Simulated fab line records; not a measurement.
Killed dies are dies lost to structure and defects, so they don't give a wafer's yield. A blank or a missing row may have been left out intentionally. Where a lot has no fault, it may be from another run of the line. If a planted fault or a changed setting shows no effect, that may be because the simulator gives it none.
Chamber matching	flow n5Finfet	N5_GATE_CUT_STRIP_42 on rieDiel-04 has 4 sister chambers
The step strips in O2. 4 wafers are shown with their chamber, then 9 later ones without.

## WAFERS WITH THEIR CHAMBER
wafer	chamber	drypumpMotorCurrentA (A)
L080.1	3	5.4
L080.5	0	6.3
L090.1	1	5.6
L090.6	2	5.6

## WAFERS WITH NO CHAMBER GIVEN
wafer	drypumpMotorCurrentA (A)
L095.2	5.5
L095.5	6.3
L095.6	5.6
L096.1	5.6
L096.2	6.3
L096.3	5.6
L097.1	6.3
L097.2	5.4
L097.4	5.7

## THE CHAMBER EACH PASSED THROUGH
wafer	from the rows above	in truth
L095.2	can't be placed: 1 or 2 or 3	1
L095.5	0	0
L095.6	can't be placed: 1 or 2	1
L096.1	can't be placed: 1 or 2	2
L096.2	0	0
L096.3	can't be placed: 1 or 2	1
L097.1	0	0
L097.2	3	3
L097.4	can't be placed: 1 or 2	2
Placed correctly: 4 of 9. Can't be placed from these rows: 5 (the true chamber is among the candidates in 5). Placed wrongly: 0.
How it was worked out, from the rows above alone: a wafer's distance from a chamber is the root of the sum, over the readings, of the square of ((its reading less the chamber's mean) divided by the reading's scatter). The wafer belongs to the nearest chamber; if the next one is less than 2 further off, it can't be placed. A chamber's mean is the mean of its shown wafers. The scatter: root of mean squared gap, hidden wafer to nearest shown wafer, with one shown wafer a chamber.
